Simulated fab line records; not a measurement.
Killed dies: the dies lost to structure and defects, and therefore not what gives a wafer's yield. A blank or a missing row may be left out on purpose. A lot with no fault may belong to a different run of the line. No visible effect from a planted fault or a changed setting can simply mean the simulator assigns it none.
fab line records	flow nandHarc
[record] lots = 12	wafers = 36	lastDay = 34
route steps=1302 shown A_STAIRCASE@836 END@1302
lots that met no fault: taken from a fault-free run of the same line
startH: hours from the record's first day to the start of the lot's first wafer shown	waitH: hours from the lot's prior step to this one	" the same as in the row above	L1.1+2: several wafers, shown together as one row	- no value, or no start was given	* or withheld: withheld	< > ~ a bound
route shown NAME@n: names a module that has steps shown in the file, with the first one's number in the route	usual: average and standard deviation across the fault-free wafers	same: alike in all rows	chamber/n: place in a boat	sites: readings site by site	_std_site: standard deviation of those values	_edge_site: the outer-site mean with the inner-site mean subtracted	radiusMm: how far each site lies from the wafer's centre	mask NAME#n: copy n	behind: the last tool/chamber to shape the wafer	hold: why the lot went on hold/how many hours it stayed there/how the hold came to an end	device: the transistor (n, p or np) that didn't switch	end of line: at the end of the route, the tests of the same wafers	a step with no rows: only its recipe	killed: the dies lost at the first sort to structure and to defects; this is not the yield of the wafer	map: shows each die of a wafer: x if killed, . if not, _ if none is there
set.NAME: the setting the step ran with; set.NAME@STEP: the setting that earlier step ran with	model.NAME: the simulator's own value behind a step, which no gauge read
one table for each step of the route and one row for each wafer, over a sample of lots
services: the hour from which a tool's chamber was out of use, counted from the record's first day as startH (under 0 if before that day), plus the number of hours and why
[[steps]]
[step NHARC_A_STAIRCASE_STRIP_316]
[recipe] o2FlowSccm = 500	arFlowSccm = 0	biasW = 0	chemistry = O2
[usual] chamberPressureMTorr = 60.00/0.057	drypumpMotorCurrentA = 5.8/0.51	oesProductAu = 1.000/0.0079	rfVppV = 57.7/0.88	showerheadPlenumPTorr = 3.51/0.17	throttleValvePct = 17.036/0.0095
[same] biasW = 0
lot.wafer	tool	chamber	startH	waitH	chamberPressureMTorr	drypumpMotorCurrentA	oesProductAu	rfHoursCounterH	rfVppV	showerheadPlenumPTorr	throttleValvePct
L427.2	rieDiel-05	3	-	-	59.99	5.0	0.987	48	57.7	3.28	17.022
L427.3	"	2	"	"	59.96	6.3	0.976	45	57.2	3.37	17.038
L427.5	"	0	"	"	60.07	5.5	1.002	-	59.7	3.65	17.037
L428.1	rieDiel-05	3	-	-	60.04	5.0	1.004	53	58.1	3.28	17.033
L428.2	"	2	"	"	60.02	6.3	0.986	49	57.2	3.36	17.036
L428.4	"	1	"	"	59.91	6.6	1.000	-	57.7	3.43	17.026
L431.3	rieDiel-04	0	-	-	60.08	5.2	1.014	20	56.8	3.34	17.054
L431.2	"	2	"	"	60.02	5.7	0.983	21	58.2	3.54	17.029
L431.6	"	0	"	"	59.91	5.2	1.001	-	56.0	3.35	17.042
L433.3	rieDiel-04	3	-	-	60.08	6.3	0.997	33	58.6	3.50	17.042
L433.2	"	2	"	"	60.05	5.7	0.984	32	59.0	3.53	17.031
L433.5	"	0	"	"	60.00	5.2	0.997	-	57.5	3.34	17.055
L438.3	rieDiel-05	0	-	-	60.05	5.5	0.989	35	57.5	3.63	17.034
L438.1	"	3	"	"	59.97	5.0	1.001	32	58.2	3.79	17.043
L438.6	"	1	"	"	59.96	6.7	0.996	-	57.6	3.41	17.027
L439.1	rieDiel-05	2	-	-	59.87	6.3	0.997	21	56.3	3.35	17.037
L439.5	"	0	"	"	60.01	5.5	1.000	-	57.8	3.63	17.042
L439.6	"	1	"	"	59.99	6.7	0.994	-	59.2	3.41	17.030
L440.3	rieDiel-04	2	-	-	60.08	5.7	0.990	49	57.0	3.52	17.036
L440.4	"	3	"	"	60.04	6.3	1.000	48	58.1	3.49	17.023
L440.6	"	0	"	"	59.96	5.2	1.002	-	56.1	3.33	17.044
L445.4	rieDiel-04	1	-	-	60.04	5.4	1.008	-	58.4	3.74	17.030
L445.5	"	2	"	"	60.10	5.7	1.006	-	58.0	3.51	17.030
L445.6	"	3	"	"	59.97	6.3	1.016	-	57.1	3.48	17.036
L446.3	rieDiel-04	1	-	-	59.99	5.4	0.995	12	57.7	3.73	17.048
L446.1	"	3	"	"	59.97	6.3	1.007	12	58.9	3.48	17.030
L446.4	"	1	"	"	59.91	5.4	0.992	-	57.6	3.73	17.051
L447.1	rieDiel-05	3	-	-	59.93	5.0	1.000	54	58.0	3.78	17.027
L447.2	"	0	"	"	59.99	5.5	0.993	57	57.8	3.62	17.050
L447.3	"	1	"	"	59.99	6.7	0.985	53	57.9	3.40	17.048
L448.4	rieDiel-11	1	-	-	60.04	5.8	0.991	52	59.1	3.61	17.044
L448.5	"	3	"	"	59.98	5.8	0.995	-	59.2	3.78	17.049
L448.6	"	0	"	"	60.09	6.4	0.994	-	58.1	3.45	17.034
L449.3	rieDiel-05	2	-	-	60.02	6.3	1.002	12	56.9	3.33	17.024
L449.2	"	1	"	"	59.96	6.7	0.993	8	56.1	3.39	17.023
L449.6	"	3	"	"	60.08	5.0	0.996	-	58.6	3.77	17.040
[step NHARC_A_STAIRCASE_ETCHBACK_416]
[recipe] targetDepthA = 360	timeS = 7.2	c4f8FlowSccm = withheld	o2FlowSccm = 8	arFlowSccm = withheld	rfW = 600	biasW = 800	chemistry = C4F8/O2/Ar
[usual] oesProductAu = 0.933/0.022	rfVppV = 723/5
lot.wafer	tool	chamber	startH	waitH	oesProductAu	rfHoursCounterH	rfVppV
L427.3	rieDiel-05	1	-	-	0.919	51	720
L427.2	"	3	"	"	0.936	50	715
L427.5	"	3	"	"	0.925	-	716
L428.1	rieDiel-05	1	-	-	0.921	55	720
L428.2	"	3	"	"	0.927	54	715
L428.4	"	1	"	"	0.916	-	720
L431.2	rieDiel-11	1	-	-	0.995	51	727
L431.3	"	2	"	"	0.925	55	716
L431.6	"	1	"	"	0.999	-	726
L433.2	rieDiel-11	0	-	-	0.994	2	722
L433.3	"	1	"	"	0.998	2	726
L433.5	"	0	"	"	1.002	-	721
L438.3	rieDiel-05	3	-	-	0.931	32	730
L438.1	"	0	"	"	0.927	35	727
L438.6	"	3	"	"	0.937	-	730
L439.1	rieDiel-04	3	-	-	0.931	49	722
L439.5	"	1	"	"	0.940	-	729
L439.6	"	2	"	"	0.927	-	723
L440.4	rieDiel-05	1	-	-	0.913	38	719
L440.3	"	0	"	"	0.925	42	726
L440.6	"	2	"	"	0.925	-	719
L445.4	rieDiel-05	2	-	-	0.925	40	716
L445.6	"	0	"	"	0.929	-	727
L445.5	"	1	"	"	0.924	-	720
L446.1	rieDiel-11	1	-	-	0.920	43	724
L446.4	"	2	"	"	0.913	42	716
L446.3	"	3	"	"	0.932	39	730
L447.2	rieDiel-04	2	-	-	0.941	12	721
L447.1	"	3	"	"	0.928	12	721
L447.3	"	1	"	"	0.929	12	729
L448.4	rieDiel-11	0	-	-	0.924	53	721
L448.5	"	2	"	"	0.925	-	717
L448.6	"	3	"	"	0.932	-	731
L449.2	rieDiel-11	1	-	-	0.983	6	726
L449.3	"	2	"	"	1.006	6	731
L449.6	"	0	"	"	0.980	-	722
[step NHARC_A_STAIRCASE_STRIP_446]
[recipe] powerW = 1500	tempC = 250	chemistry = O2
[usual] drypumpMotorCurrentA = 5.59/0.22	heaterPowerW = 334/15
lot.wafer	tool	chamber	startH	waitH	drypumpMotorCurrentA	heaterPowerW	rfHoursCounterH
L427.2	plasmaAsher-02	1	427.75	0.0	5.94	308	35
L427.3	"	1	"	"	5.93	309	-
L427.5	"	1	"	"	5.96	309	-
L428.2	plasmaAsher-01	0	443.41	0.3	5.47	352	22
L428.1	"	1	"	"	5.47	347	22
L428.4	"	0	"	"	5.49	353	-
L431.2	plasmaAsher-01	0	465.02	0.0	5.49	357	25
L431.3	"	0	"	"	5.47	354	-
L431.6	"	0	"	"	5.48	352	-
L433.2	plasmaAsher-02	1	489.20	0.1	5.95	308	8
L433.3	"	0	"	"	5.40	346	-
L433.5	"	1	"	"	5.94	312	-
L438.1	plasmaAsher-01	0	542.90	0.0	-	-	-
L438.3	"	0	"	"	-	-	-
L438.6	"	1	"	"	-	-	-
L440.4	plasmaAsher-02	0	565.41	0.3	-	-	-
L440.3	"	1	"	"	-	-	-
L440.6	"	0	"	"	-	-	-
L439.1	plasmaAsher-02	1	566.45	0.3	-	-	-
L439.6	"	1	"	"	-	-	-
L439.5	"	0	"	"	-	-	-
L445.4	plasmaAsher-01	0	612.45	0.4	5.46	322	-
L445.5	"	1	"	"	5.49	340	-
L445.6	"	0	"	"	5.46	340	-
L446.1	plasmaAsher-01	0	623.68	0.1	5.46	339	17
L446.3	"	1	"	"	5.48	329	-
L446.4	"	0	"	"	5.47	323	-
L447.2	plasmaAsher-02	1	623.89	0.0	5.96	303	2
L447.1	"	0	"	"	5.41	356	2
L447.3	"	1	"	"	5.98	298	-
L448.4	plasmaAsher-01	1	644.53	0.2	5.49	330	-
L448.5	"	0	"	"	5.49	332	-
L448.6	"	1	"	"	5.50	336	-
L449.2	plasmaAsher-02	1	675.34	0.0	5.91	295	11
L449.3	"	0	"	"	5.42	344	-
L449.6	"	0	"	"	5.40	353	-
[step NHARC_A_STAIRCASE_ETCHBACK_422]
[recipe] targetDepthA = 400	overEtchFrac = 0.3	timeS = 74.286	ionEnergyEv = 120	ch3fFlowSccm = 50	o2FlowSccm = 30	arFlowSccm = 200	rfW = 500	biasW = 100	chemistry = CH3F/O2
[usual] drypumpMotorCurrentA = 5.8/0.52	oesProductAu = 0.96/0.037	rfVppV = 244.3/1.9	showerheadPlenumPTorr = 2.46/0.12	throttleValvePct = 20.663/0.0095
lot.wafer	tool	chamber	startH	waitH	drypumpMotorCurrentA	oesProductAu	rfHoursCounterH	rfVppV	showerheadPlenumPTorr	throttleValvePct
L427.2	rieDiel-04	3	429.12	0.2	6.2	0.92	25	245.0	2.44	20.656
L427.3	"	0	"	"	5.2	0.92	22	242.3	2.33	20.661
L427.5	"	1	"	"	5.3	0.93	-	246.9	2.63	20.655
L428.2	rieDiel-11	1	444.75	0.1	5.8	0.99	1	245.4	2.54	20.657
L428.4	"	3	"	"	5.8	1.01	2	247.6	2.66	20.651
L428.1	"	0	"	"	6.4	1.00	1	242.5	2.42	20.673
L431.3	rieDiel-11	3	466.49	0.2	5.8	0.97	7	248.5	2.66	20.676
L431.2	"	1	"	"	5.8	0.95	6	245.1	2.54	20.663
L431.6	"	3	"	"	5.8	0.97	-	247.5	2.66	20.650
L433.2	rieDiel-05	1	490.50	0.1	6.7	0.92	29	244.0	2.37	20.665
L433.3	"	2	"	"	6.3	0.93	15	241.8	2.33	20.657
L433.5	"	0	"	"	5.5	0.94	-	245.2	2.54	20.670
L438.1	rieDiel-05	1	544.26	0.2	6.7	0.91	46	243.2	2.37	20.682
L438.3	"	2	"	"	6.3	0.92	32	242.4	2.33	20.660
L438.6	"	0	"	"	5.5	0.93	-	245.2	2.53	20.668
L440.3	rieDiel-05	1	566.74	0.1	6.6	0.92	51	243.5	2.37	20.667
L440.4	"	2	"	"	6.3	0.93	39	242.3	2.32	20.669
L440.6	"	1	"	"	6.6	0.92	-	243.4	2.37	20.674
L439.1	rieDiel-04	1	567.79	0.1	5.4	0.93	9	246.7	2.61	20.678
L439.5	"	2	"	"	5.7	0.93	-	244.3	2.44	20.657
L439.6	"	3	"	"	6.3	0.93	-	244.0	2.42	20.644
L445.4	rieDiel-05	3	613.74	0.2	4.9	0.99	9	247.7	2.63	20.669
L445.5	"	1	"	"	6.7	1.01	-	244.3	2.36	20.663
L445.6	"	2	"	"	6.3	1.01	-	242.5	2.32	20.677
L446.4	rieDiel-11	0	624.98	0.1	6.4	0.98	2	243.9	2.40	20.660
L446.3	"	2	"	"	5.5	0.99	4	246.6	2.66	20.653
L446.1	"	3	"	"	5.8	0.98	2	248.4	2.64	20.667
L447.1	rieDiel-05	2	625.23	0.1	6.3	1.01	11	242.5	2.32	20.657
L447.2	"	0	"	"	5.5	1.01	15	245.4	2.52	20.663
L447.3	"	1	"	"	6.6	1.00	8	242.7	2.36	20.667
L448.4	rieDiel-04	2	645.76	0.2	5.7	0.93	34	244.1	2.43	20.653
L448.6	"	3	"	"	6.2	0.93	-	245.0	2.41	20.655
L448.5	"	0	"	"	5.2	0.93	-	242.9	2.31	20.660
L449.3	rieDiel-04	2	676.69	0.1	5.7	0.94	44	245.5	2.43	20.673
L449.2	"	0	"	"	5.2	0.93	34	241.6	2.30	20.654
L449.6	"	2	"	"	5.7	0.93	-	245.0	2.43	20.669
[step NHARC_END_SORT_01]
[recipe] tempC = 25
[usual] killedAtArray = 64/16	killedAtOther = 1.0/1.1	killedAtPeriphery = 3.5/2.3	killedDies = 69/17	killedOpen = 3.2/1.6	killedShort = 2.4/1.6
[same] grossDies = 677
lot.wafer	tool	chamber	startH	waitH	killedAtArray	killedAtOther	killedAtPeriphery	killedDies	killedOpen	killedShort
L431.2	prober-01	0	591.50	2.8	87	2	6	95	2	3
L431.3	prober-01	0	592.30	3.1	50	5	12	67	4	2
L431.6	prober-01	0	594.71	4.0	74	0	1	75	1	3
L438.1	prober-01	0	674.37	2.5	47	1	3	51	6	1
L438.3	prober-01	0	675.99	3.1	53	1	2	56	3	4
L438.6	prober-01	0	678.41	4.0	49	2	0	51	4	3
L439.1	prober-01	0	699.19	2.5	44	2	1	47	2	1
L439.5	prober-01	0	702.41	3.7	57	1	3	61	7	2
L439.6	prober-01	0	703.21	4.0	51	1	4	56	3	1
// killed by level:class
L431.2 A_CHANNEL_HOLE_D2:chamberFilmFlake=41 A_CHANNEL_HOLE_D1:chamberFilmFlake=37 A_CONTACT:chamberFilmFlake=4 P_ZERO_WELL:chamberFilmFlake=2 THIN_TSV:chamberFilmFlake=2 P_STI:geometricParticle:short=1 P_CONTACT:geometricParticle:open=1 A_DECK1_JOINT:geometricParticle:short=1
L431.3 A_CHANNEL_HOLE_D2:chamberFilmFlake=23 A_CHANNEL_HOLE_D1:chamberFilmFlake=19 THIN_TSV:chamberFilmFlake=5 P_ZERO_WELL:chamberFilmFlake=4 P_CONTACT:chamberFilmFlake=4 A_CONTACT:chamberFilmFlake=3 P_STI:geometricParticle:open=1 P_M0:geometricParticle:open=1
L431.6 A_CHANNEL_HOLE_D1:chamberFilmFlake=40 A_CHANNEL_HOLE_D2:chamberFilmFlake=28 A_DECK1_JOINT:geometricParticle:short=1 A_CHANNEL_HOLE_D2:geometricParticle:short=1 A_SGD_CUT:geometricParticle:short=1 A_M0:geometricParticle:open=1 P_GATE:chamberFilmFlake=1 A_STAIRCASE:chamberFilmFlake=1
L438.1 A_SLIT:chamberFilmFlake=33 A_CHANNEL_HOLE_D1:chamberFilmFlake=6 A_CONTACT:chamberFilmFlake=2 P_M0:geometricParticle:open=1 A_ONON_D1:geometricParticle:open=1 A_CHANNEL_HOLE_D1:geometricParticle:open=1 A_CHANNEL_FILL_D1:geometricParticle:open=1 A_WL_FILL:geometricParticle:open=1
L438.3 A_SLIT:chamberFilmFlake=34 A_CHANNEL_HOLE_D1:chamberFilmFlake=8 A_CONTACT:chamberFilmFlake=4 P_M0:geometricParticle:short=1 P_M2:geometricParticle:open=1 A_CHANNEL_FILL_D1:geometricParticle:open=1 A_CHANNEL_FILL_D1:geometricParticle:short=1 A_ONON_D2:geometricParticle:open=1
L438.6 A_SLIT:chamberFilmFlake=27 A_CHANNEL_HOLE_D1:chamberFilmFlake=8 A_CONTACT:chamberFilmFlake=4 A_ONON_D1:geometricParticle:open=2 A_CHANNEL_FILL_D1:geometricParticle:short=2 THIN_TSV:chamberFilmFlake=2 A_CHANNEL_HOLE_D1:geometricParticle:short=1 A_CHANNEL_FILL_D2:geometricParticle:open=1
L439.1 A_CHANNEL_HOLE_D2:chamberFilmFlake=23 A_CHANNEL_HOLE_D1:chamberFilmFlake=10 A_CONTACT:chamberFilmFlake=6 A_SLIT:chamberFilmFlake=2 THIN_TSV:chamberFilmFlake=2 P_M0:geometricParticle:short=1 A_CHANNEL_HOLE_D2:geometricParticle:open=1 A_WL_FILL:geometricParticle:open=1
L439.5 A_CHANNEL_HOLE_D2:chamberFilmFlake=29 A_CHANNEL_HOLE_D1:chamberFilmFlake=7 A_CONTACT:chamberFilmFlake=7 A_SLIT:chamberFilmFlake=4 A_DECK1_JOINT:chamberFilmFlake=3 A_ONON_D2:geometricParticle:open=2 P_CONTACT:geometricParticle:open=1 P_M1:geometricParticle:open=1
L439.6 A_CHANNEL_HOLE_D2:chamberFilmFlake=22 A_CHANNEL_HOLE_D1:chamberFilmFlake=13 A_SLIT:chamberFilmFlake=4 A_STAIRCASE:chamberFilmFlake=3 A_CONTACT:chamberFilmFlake=3 A_ONON_D2:geometricParticle:open=2 P_ZERO_WELL:chamberFilmFlake=2 P_GATE:chamberFilmFlake=2
[[services]]
tool	chamber	startH	hours	kind
rieDiel-05	0	361.44	-	clean
rieDiel-05	1	361.44	-	clean
rieDiel-05	2	361.44	-	clean
rieDiel-05	3	361.44	-	clean
rieDiel-04	-	365.64	0.3	repair
plasmaAsher-01	-	376.97	1.6	repair
rieDiel-05	0	386.85	20.6	repair
rieDiel-05	1	388.29	-	clean
rieDiel-05	2	388.29	-	clean
rieDiel-05	-	406.65	9.0	pm
plasmaAsher-02	-	431.22	9.0	pm
rieDiel-11	-	432.64	9.0	pm
rieDiel-05	2	452.12	16.0	repair
rieDiel-04	0	518.99	65.0	repair
plasmaAsher-01	-	519.14	9.0	pm
rieDiel-04	-	533.58	9.0	pm
plasmaAsher-01	-	559.61	12.9	repair
plasmaAsher-02	-	572.09	6.4	repair
rieDiel-05	-	583.65	9.0	pm
rieDiel-05	1	594.14	11.2	repair
plasmaAsher-02	-	608.22	9.0	pm
rieDiel-11	-	609.92	9.0	pm
rieDiel-04	-	617.11	0.4	repair
rieDiel-04	1	661.86	9.7	repair
[[key]]
[firstSign] step = NHARC_A_STAIRCASE_STRIP_446	reading = toolRecord	direction = missing
effect none on later readings
metAt NHARC_A_STAIRCASE_STRIP_446
struckLots L438,L439,L440
testerLeftOut L438,L439,L440
notActingAt NHARC_A_STAIRCASE_STRIP_316,NHARC_A_STAIRCASE_ETCHBACK_416,NHARC_A_STAIRCASE_ETCHBACK_422
onsetBetween 489.20 542.90
[fault] kind = skippedStepWhole	tool = plasmaAsher-01,plasmaAsher-02	chamber = -	onsetH = 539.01	steps = NHARC_A_STAIRCASE_STRIP_446	scope = struckLotsOnly
// testerLeftOut: of these lots the tester's yield and bins aren't shown, on N5 and GAA mostly nor the transistor test; their killed dies are dies lost to structure and defects alone, not to doping, threshold or leakage, so they don't give the yield
